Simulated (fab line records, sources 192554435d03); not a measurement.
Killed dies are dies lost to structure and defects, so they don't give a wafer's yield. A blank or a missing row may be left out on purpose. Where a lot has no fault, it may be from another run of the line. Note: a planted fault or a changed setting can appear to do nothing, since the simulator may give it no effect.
fab line records -- flow n5_finfet
[record] lots = 7, wafers = 21, last_day = 19
route steps=1938 shown BEOL_M11@1596 BEOL_M12@1602
lots with no fault: from the same line, run without faults
start_h: the number of hours between the record's first day and the start of the first shown wafer of the lot -- wait_h: how many hours have passed since the lot's step before this one -- " identical to the entry in the row above -- L1.1+2: several wafers, shown together as one row -- - no value, or no start given -- * or withheld: withheld -- < > ~ a bound
route shown NAME@n: names a module that has steps shown in the file, with the first one's number in the route -- usual: mean and standard deviation over wafers with no fault -- same: alike in all rows -- chamber/n: place in a boat -- sites: the reading at each site -- _std_site: the values' standard deviation -- _edge_site: mean of outer sites minus mean of inner sites -- radius_mm: how far each site lies from the wafer's centre -- mask NAME#n: copy n -- behind: tool/chamber where the wafer was last shaped -- hold: the reason the lot was held/the length of the hold in hours/how it ended -- device: transistor that didn't switch, given as n, p or np -- end of line: at the end of the route, the tests of the same wafers -- where a step has no rows: the recipe by itself -- killed: count of dies lost to structure and defects at first sort (not the wafer's yield) -- map: dies across one wafer; x = killed, . = not, _ = none there
set.NAME: the setting that was run; set.NAME@STEP: the one run at that earlier step -- model.NAME: the simulator's own value behind a step, which no gauge read
lots at selected steps of the route; one table per step, one row per wafer
services: from which hour (start_h, from the record's first day; less than 0 if before it) a tool's chamber was out of use, for how many hours, and why
[[steps]]
[step N5_BEOL_M11_CMP_52]
[recipe] stop_on = SiCOH_lowk, t_overpolish_s = 7, down_force_psi = 1, platen_rpm = 50, clearing_platen_down_force_psi = 1.5, clearing_platen_rpm = 50, post_cmp_clean = cu_alkaline, target_thk_nm = 140, clearing_platen_pad_velocity_m_s = 0.99484, pad_velocity_m_s = 0.99484
[usual] barrier_field_endpoint_s = 29.0/0.71, motor_current_A = 6.0/0.65, overpolish_run_s = 7.000/0.0094, slurry_filter_dp_kPa = 13.49/0.13, slurry_flow_ml_min = 150.0/0.45, time_to_endpoint_s = 65.4/2.8
lot.wafer,tool,chamber,start_h,wait_h,barrier_field_endpoint_s,motor_current_A,overpolish_run_s,slurry_filter_dp_kPa,slurry_flow_ml_min,time_to_endpoint_s
L970.1,cmp-02,3,222.28,0.3,29.1,5.2,6.996,13.78,151.0,69.2
L970.6,cmp-02,2,222.28,0.3,29.1,5.4,6.997,13.32,149.2,68.3
L970.5,cmp-02,3,222.28,0.3,29.8,5.2,7.008,13.31,150.8,69.6
L980.1,cmp-02,3,308.08,0.3,28.9,5.0,6.985,13.65,149.9,65.8
L980.5,cmp-02,1,308.08,0.3,29.3,6.2,6.997,13.34,150.2,69.2
L980.6,cmp-02,2,308.08,0.3,29.0,5.7,7.003,13.61,149.6,64.9
L981.4,cmp-01,0,318.38,0.2,29.6,6.3,7.014,13.42,149.7,65.5
L981.6,cmp-01,3,318.38,0.2,29.3,5.2,7.009,13.73,149.5,64.3
L981.5,cmp-01,0,318.38,0.2,28.0,6.5,6.996,13.70,150.1,59.6
L986.1,cmp-01,0,338.23,0.3,28.7,6.5,7.008,13.44,149.5,63.1
L986.6,cmp-01,0,338.23,0.3,28.8,6.3,6.992,13.41,149.7,63.9
L986.5,cmp-01,1,338.23,0.3,29.7,6.5,6.988,13.46,150.0,65.3
L987.2,cmp-03,1,352.36,0.2,28.3,6.2,6.993,13.49,150.6,58.5
L987.4,cmp-03,2,352.36,0.2,29.9,5.9,6.990,13.48,149.7,65.5
L987.5,cmp-03,0,352.36,0.2,29.9,5.4,7.004,13.50,151.0,67.7
L990.4,cmp-03,3,371.82,0.2,30.2,7.1,6.985,13.52,150.0,66.0
L990.6,cmp-03,0,371.82,0.2,30.2,5.7,7.010,13.47,149.4,67.2
L990.5,cmp-03,1,371.82,0.2,30.0,6.0,7.005,13.43,149.6,65.1
L992.1,cmp-01,0,398.68,0.3,28.1,6.7,6.980,13.84,149.2,61.8
L992.3,cmp-01,1,398.68,0.3,29.6,6.6,6.987,13.63,150.3,66.6
L992.2,cmp-01,2,398.68,0.3,28.7,6.2,6.989,13.51,150.2,61.2
[step N5_BEOL_M11_THK_MEAS_53]
[recipe] thk_meas_gauge = xrf, reads = Cu_of_BEOL_M11_ECD_50
[usual] M11_THK = 142.1/2.8
lot.wafer,tool,chamber,start_h,wait_h,M11_THK[nm]
L970.1,film_metro-01,-,222.53,-,145.7
L970.5,film_metro-01,-,222.53,-,143.7
L970.6,film_metro-01,-,222.53,-,139.1
L980.1,film_metro-01,-,308.30,-,142.8
L980.5,film_metro-01,-,308.30,-,142.7
L980.6,film_metro-01,-,308.30,-,143.7
L981.4,film_metro-01,-,318.64,-,138.7
L981.5,film_metro-01,-,318.64,-,143.5
L981.6,film_metro-01,-,318.64,-,140.6
L986.1,film_metro-01,-,338.52,-,140.1
L986.5,film_metro-01,-,338.52,-,136.2
L986.6,film_metro-01,-,338.52,-,138.4
L987.2,film_metro-01,-,352.61,-,145.7
L987.4,film_metro-01,-,352.61,-,143.3
L987.5,film_metro-01,-,352.61,-,145.5
L990.4,film_metro-01,-,372.00,-,138.4
L990.5,film_metro-01,-,372.00,-,145.0
L990.6,film_metro-01,-,372.00,-,142.3
L992.1,film_metro-02,-,398.93,-,141.3
L992.2,film_metro-02,-,398.93,-,141.9
L992.3,film_metro-02,-,398.93,-,139.3
[step N5_BEOL_M11_PRE_CLEAN_55]
[recipe] gas = NH3, time_s = 15, temp_c = withheld, rf_power_w = 300
[step N5_BEOL_M11_DEP_56]
[recipe] material = SiCN, target_thk_a = 300, temp_c = withheld, precursor = 3MS/NH3, pressure_torr = 3, rf_w = 675, time_s = 10.5
[usual] showerhead_plenum_p_Torr = 4.162/0.016, throttle_valve_pct = 18.3/0.69
lot.wafer,tool,chamber,start_h,wait_h,showerhead_plenum_p_Torr,throttle_valve_pct
L970.1,pecvd-03,0,222.59,0.0,4.141,20.3
L970.5,pecvd-03,2,222.59,0.0,4.158,17.4
L970.6,pecvd-03,1,222.59,0.0,4.167,18.6
L980.1,pecvd-04,1,308.36,0.0,4.178,18.8
L980.5,pecvd-04,0,308.36,0.0,4.194,18.1
L980.6,pecvd-04,2,308.36,0.0,4.155,18.0
L981.4,pecvd-04,1,318.72,0.0,4.182,18.6
L981.5,pecvd-04,2,318.72,0.0,4.162,18.1
L981.6,pecvd-04,0,318.72,0.0,4.174,18.1
L986.1,pecvd-04,2,338.58,0.0,4.169,18.1
L986.5,pecvd-04,1,338.58,0.0,4.177,18.6
L986.6,pecvd-04,0,338.58,0.0,4.178,18.0
L987.2,pecvd-04,1,352.68,0.0,4.177,18.6
L987.4,pecvd-04,0,352.68,0.0,4.171,18.3
L987.5,pecvd-04,1,352.68,0.0,4.173,18.7
L990.4,pecvd-04,2,372.08,0.0,4.150,18.1
L990.5,pecvd-04,0,372.08,0.0,4.181,18.2
L990.6,pecvd-04,1,372.08,0.0,4.189,18.6
L992.1,pecvd-03,0,399.00,0.0,4.139,19.9
L992.2,pecvd-03,2,399.00,0.0,4.173,17.8
L992.3,pecvd-03,1,399.00,0.0,4.166,18.8
[step N5_BEOL_M11_RS_MEAS_57]
[recipe] thk_meas_gauge = four-point-probe, reads = Cu_of_BEOL_M11_ECD_50+Co_of_BEOL_M11_CVD_75+TaN_of_BEOL_M11_ALD_74
[usual] M11_RS = 0.1509/0.0029
lot.wafer,tool,chamber,start_h,wait_h,M11_RS[ohm/sq]
L970.1,film_metro-02,-,222.66,0.0,0.1470
L970.5,film_metro-02,-,222.66,0.0,0.1500
L970.6,film_metro-02,-,222.66,0.0,0.1548
L980.1,film_metro-01,-,308.42,0.0,0.1504
L980.5,film_metro-01,-,308.42,0.0,0.1507
L980.6,film_metro-01,-,308.42,0.0,0.1496
L981.4,film_metro-02,-,318.77,0.0,0.1548
L981.5,film_metro-02,-,318.77,0.0,0.1493
L981.6,film_metro-02,-,318.77,0.0,0.1524
L986.1,film_metro-01,-,338.65,0.0,0.1545
L986.5,film_metro-01,-,338.65,0.0,0.1589
L986.6,film_metro-01,-,338.65,0.0,0.1559
L987.2,film_metro-02,-,352.75,0.0,0.1484
L987.4,film_metro-02,-,352.75,0.0,0.1512
L987.5,film_metro-02,-,352.75,0.0,0.1495
L990.4,film_metro-02,-,372.13,0.0,0.1556
L990.5,film_metro-02,-,372.13,0.0,0.1479
L990.6,film_metro-02,-,372.13,0.0,0.1507
L992.1,film_metro-02,-,399.06,0.0,0.1501
L992.2,film_metro-02,-,399.06,0.0,0.1499
L992.3,film_metro-02,-,399.06,0.0,0.1522
[step N5_BEOL_M11_INSPECT_58]
[recipe] inspect_instrument = darkfield, mode = post_dep
[usual] raw_defect_count = 75/25
lot.wafer,tool,chamber,start_h,wait_h,raw_defect_count
L970.1,defect_inspect-02,-,222.68,0.0,87
L970.5,defect_inspect-02,-,222.68,0.0,35
L970.6,defect_inspect-02,-,222.68,0.0,42
L980.1,defect_inspect-02,-,308.45,0.0,60
L980.5,defect_inspect-02,-,308.45,0.0,58
L980.6,defect_inspect-02,-,308.45,0.0,44
L981.4,defect_inspect-01,-,318.79,0.0,60
L981.5,defect_inspect-01,-,318.79,0.0,55
L981.6,defect_inspect-01,-,318.79,0.0,69
L986.1,defect_inspect-01,-,338.67,0.0,50
L986.5,defect_inspect-01,-,338.67,0.0,77
L986.6,defect_inspect-01,-,338.67,0.0,58
L987.2,defect_inspect-02,-,352.77,0.0,107
L987.4,defect_inspect-02,-,352.77,0.0,73
L987.5,defect_inspect-02,-,352.77,0.0,69
L990.4,defect_inspect-01,-,372.15,0.0,68
L990.5,defect_inspect-01,-,372.15,0.0,63
L990.6,defect_inspect-01,-,372.15,0.0,67
L992.1,defect_inspect-01,-,399.09,0.0,128
L992.2,defect_inspect-01,-,399.09,0.0,122
L992.3,defect_inspect-01,-,399.09,0.0,127
[step N5_BEOL_M12_ILD_DEP_00]
[recipe] material = SiOC, target_thk_a = 6589.2, temp_c = 350, precursor = DEMS/O2, pressure_torr = 5, rf_w = 500, time_s = 130.7
[usual] heater_power_w = 417/68, showerhead_plenum_p_Torr = 5.688/0.015, throttle_valve_pct = 11.9/0.43
lot.wafer,tool,chamber,start_h,wait_h,heater_power_w,showerhead_plenum_p_Torr,throttle_valve_pct
L970.1,pecvd-01,2,222.72,0.0,376,5.696,11.9
L970.5,pecvd-01,0,222.72,0.0,368,5.689,11.1
L970.6,pecvd-01,2,222.72,0.0,395,5.695,11.7
L980.1,pecvd-04,0,308.48,0.0,626,5.706,12.1
L980.5,pecvd-04,0,308.48,0.0,648,5.708,12.1
L980.6,pecvd-04,1,308.48,0.0,424,5.712,12.3
L981.4,pecvd-01,1,318.88,0.1,443,5.679,12.2
L981.5,pecvd-01,0,318.88,0.1,409,5.699,11.3
L981.6,pecvd-01,2,318.88,0.1,332,5.683,12.2
L986.1,pecvd-02,2,338.71,0.0,368,5.660,11.6
L986.5,pecvd-02,0,338.71,0.0,450,5.707,11.7
L986.6,pecvd-02,1,338.71,0.0,459,5.691,12.4
L987.2,pecvd-04,2,352.81,0.0,486,5.697,12.0
L987.4,pecvd-04,1,352.81,0.0,458,5.692,12.3
L987.5,pecvd-04,2,352.81,0.0,504,5.693,12.2
L990.4,pecvd-01,2,372.24,0.1,397,5.697,12.0
L990.5,pecvd-01,1,372.24,0.1,431,5.683,12.1
L990.6,pecvd-01,0,372.24,0.1,435,5.707,11.3
L992.1,pecvd-01,0,399.12,0.0,451,5.679,11.4
L992.2,pecvd-01,2,399.12,0.0,381,5.679,12.1
L992.3,pecvd-01,1,399.12,0.0,436,5.702,12.2
[step N5_BEOL_M12_THK_MEAS_01]
[recipe] reads = SiOC_of_BEOL_M12_ILD_DEP_00
[usual] M12_ILD_THK = 659/7.1
lot.wafer,tool,chamber,start_h,wait_h,M12_ILD_THK[nm]
L970.1,film_metro-02,-,222.85,0.1,649
L970.5,film_metro-02,-,222.85,0.1,663
L970.6,film_metro-02,-,222.85,0.1,663
L980.1,film_metro-01,-,308.62,0.1,655
L980.5,film_metro-01,-,308.62,0.1,673
L980.6,film_metro-01,-,308.62,0.1,659
L981.4,film_metro-02,-,318.96,0.0,662
L981.5,film_metro-02,-,318.96,0.0,672
L981.6,film_metro-02,-,318.96,0.0,663
L986.1,film_metro-02,-,338.84,0.1,651
L986.5,film_metro-02,-,338.84,0.1,655
L986.6,film_metro-02,-,338.84,0.1,665
L987.2,film_metro-02,-,352.94,0.1,664
L987.4,film_metro-02,-,352.94,0.1,675
L987.5,film_metro-02,-,352.94,0.1,676
L990.4,film_metro-02,-,372.32,0.0,666
L990.5,film_metro-02,-,372.32,0.0,656
L990.6,film_metro-02,-,372.32,0.0,666
L992.1,film_metro-02,-,399.25,0.1,648
L992.2,film_metro-02,-,399.25,0.1,644
L992.3,film_metro-02,-,399.25,0.1,652
[step N5_BEOL_M12_COAT_58]
[recipe] resist = BARC, temp_c = 205, time_s = 60, spin_rpm = 1500, resist_thk_nm = 89
[step N5_BEOL_M12_COAT_04]
[recipe] spin_rpm = 1625, resist_thk_nm = 400
[step N5_BEOL_M12_EBR_06]
[recipe] solvent = PGMEA, ebr_width_mm = 1.5
[step N5_BEOL_M12_SOFTBAKE_05]
[recipe] temp_c = 130, time_s = 60
[step N5_BEOL_M12_EXPOSE_07]
[recipe] mask_id = V11, na = 0.93, source_shape = conventional, sigma_outer = 0.6, polarization = unpolarized, attpsm_phase_deg = 180, dose_mj = 32.5
[same] na = 0.93
lot.wafer,tool,chamber,start_h,wait_h,mask,model.BEOL_M12.overlay_x_nm
L970.1+5+6,krf_scanner-01,0,223.11,-,V11#0,-2.2
L980.1+5+6,krf_scanner-02,0,308.75,-,V11#0,-1.6
L981.4+5+6,krf_scanner-01,0,319.23,-,V11#0,-1.2
L986.1+5+6,krf_scanner-02,0,339.10,-,V11#0,2
L987.2+4+5,krf_scanner-02,0,353.08,-,V11#0,16.6
L990.4+5+6,krf_scanner-02,0,372.47,-,V11#0,18.2
L992.1+2+3,krf_scanner-02,0,399.38,-,V11#0,21.4
[step N5_BEOL_M12_PEB_08]
[recipe] peb_temp_c = 130, peb_time_s = 90
[step N5_BEOL_M12_DEVELOP_09]
[recipe] develop_time_s = 45, rinse_liquid = diw, dry = air_spin, dev_temp_c = 21
[step N5_BEOL_M12_HARDBAKE_14]
[recipe] temp_c = 130, time_s = 120
[step N5_BEOL_M12_CD_MEAS_10]
[recipe] target_cd_nm = 140, landing_energy_ev = 500, detector = se_inlens, polarity = opening
[usual] cd_nm = 139.4/1.4
lot.wafer,tool,chamber,start_h,wait_h,cd_nm
L970.1,cd_sem-03,0,223.28,-,141.4
L970.5,cd_sem-03,0,223.28,-,141.1
L970.6,cd_sem-03,0,223.28,-,139.0
L980.1,cd_sem-03,0,308.92,-,140.1
L980.5,cd_sem-03,0,308.92,-,139.3
L980.6,cd_sem-03,0,308.92,-,139.3
L981.4,cd_sem-02,0,319.39,-,139.1
L981.5,cd_sem-02,0,319.39,-,139.4
L981.6,cd_sem-02,0,319.39,-,137.5
L986.1,cd_sem-03,0,339.27,-,139.1
L986.5,cd_sem-03,0,339.27,-,138.9
L986.6,cd_sem-03,0,339.27,-,139.7
L987.2,cd_sem-01,0,353.25,-,137.3
L987.4,cd_sem-01,0,353.25,-,137.8
L987.5,cd_sem-01,0,353.25,-,139.2
L990.4,cd_sem-01,0,372.63,-,140.0
L990.5,cd_sem-01,0,372.63,-,141.2
L990.6,cd_sem-01,0,372.63,-,140.7
L992.1,cd_sem-01,0,399.56,-,138.3
L992.2,cd_sem-01,0,399.56,-,138.4
L992.3,cd_sem-01,0,399.56,-,137.0
[step N5_BEOL_M12_OVL_MEAS_11]
[recipe] points_per_wafer = 44
[usual] V11_OVL = -1/5.5
lot.wafer,tool,chamber,start_h,wait_h,V11_OVL[nm]
L970.1,overlay-01,0,223.31,0.0,1
L970.5,overlay-01,0,223.31,0.0,3
L970.6,overlay-01,0,223.31,0.0,0
L980.1,overlay-01,0,308.95,0.0,-5
L980.5,overlay-01,0,308.95,0.0,-1
L980.6,overlay-01,0,308.95,0.0,-12
L981.4,overlay-01,0,319.42,0.0,-1
L981.5,overlay-01,0,319.42,0.0,2
L981.6,overlay-01,0,319.42,0.0,3
L986.1,overlay-01,0,339.30,0.0,4
L986.5,overlay-01,0,339.30,0.0,7
L986.6,overlay-01,0,339.30,0.0,5
L987.2,overlay-01,0,353.28,0.0,13
L987.4,overlay-01,0,353.28,0.0,14
L987.5,overlay-01,0,353.28,0.0,15
L990.4,overlay-02,0,372.65,0.0,15
L990.5,overlay-02,0,372.65,0.0,17
L990.6,overlay-02,0,372.65,0.0,18
L992.1,overlay-02,0,399.59,0.0,21
L992.2,overlay-02,0,399.59,0.0,21
L992.3,overlay-02,0,399.59,0.0,19
[step N5_BEOL_M12_INSPECT_12]
[recipe] mode = adi, inspect_instrument = macro
[usual] raw_defect_count = 2.1/1.6
lot.wafer,tool,chamber,start_h,wait_h,raw_defect_count
L970.1,defect_inspect-02,-,223.33,0.0,3
L970.5,defect_inspect-02,-,223.33,0.0,2
L970.6,defect_inspect-02,-,223.33,0.0,0
L980.1,defect_inspect-01,-,308.97,0.0,3
L980.5,defect_inspect-01,-,308.97,0.0,1
L980.6,defect_inspect-01,-,308.97,0.0,1
L981.4,defect_inspect-02,-,319.45,0.0,2
L981.5,defect_inspect-02,-,319.45,0.0,5
L981.6,defect_inspect-02,-,319.45,0.0,1
L986.1,defect_inspect-01,-,339.32,0.0,1
L986.5,defect_inspect-01,-,339.32,0.0,2
L986.6,defect_inspect-01,-,339.32,0.0,4
L987.2,defect_inspect-02,-,353.30,0.0,1
L987.4,defect_inspect-02,-,353.30,0.0,1
L987.5,defect_inspect-02,-,353.30,0.0,3
L990.4,defect_inspect-02,-,372.68,0.0,4
L990.5,defect_inspect-02,-,372.68,0.0,5
L990.6,defect_inspect-02,-,372.68,0.0,0
L992.1,defect_inspect-02,-,399.61,0.0,0
L992.2,defect_inspect-02,-,399.61,0.0,0
L992.3,defect_inspect-02,-,399.61,0.0,4
[[services]]
tool,chamber,start_h,hours,kind
krf_scanner-01,-,203.47,6.8,repair
pecvd-03,1,210.96,3.6,repair
cmp-01,-,217.95,2.7,repair
krf_scanner-02,-,239.64,0.6,repair
cmp-03,-,242.73,1.8,repair
pecvd-03,-,258.24,0.9,repair
krf_scanner-02,-,261.91,0.8,pm
pecvd-03,2,284.98,11.5,repair
pecvd-04,-,288.27,0.8,pm
krf_scanner-01,-,292.83,1.0,pm
krf_scanner-01,-,296.84,4.5,repair
cmp-03,-,302.53,1.6,repair
krf_scanner-01,-,307.10,0.8,pm
pecvd-01,-,308.01,1.3,repair
cmp-01,-,308.32,0.7,repair
cmp-03,-,312.25,4.0,pm
krf_scanner-02,-,315.73,1.3,pm
pecvd-04,0,319.67,12.2,repair
cmp-02,-,324.23,1.2,repair
krf_scanner-02,-,328.61,1.0,pm
pecvd-01,-,330.68,2.8,pm
cmp-01,-,363.20,7.0,pm
pecvd-04,2,378.72,11.0,repair
cmp-01,-,390.17,4.0,pm
[[key]]
[first_sign] step = N5_BEOL_M12_OVL_MEAS_11, reading = V11_OVL, direction = up, sigmas = 3.2, usual = -1, struck = 17
effect none on later readings
[model_effect] step = N5_BEOL_M12_EXPOSE_07, value = BEOL_M12.overlay_x_nm, without = 0, struck = 18.73
met_at N5_BEOL_M12_EXPOSE_07
struck_wafers L987.2,L987.4,L987.5,L990.4,L990.5,L990.6,L992.1,L992.2,L992.3
onset_between 339.10 353.08
also_fits time
[fault] kind = scanner_matching_overlay, tool = krf_scanner-02, chamber = -, onset_h = 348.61, steps = N5_BEOL_M12_EXPOSE_07, offset = 18.76
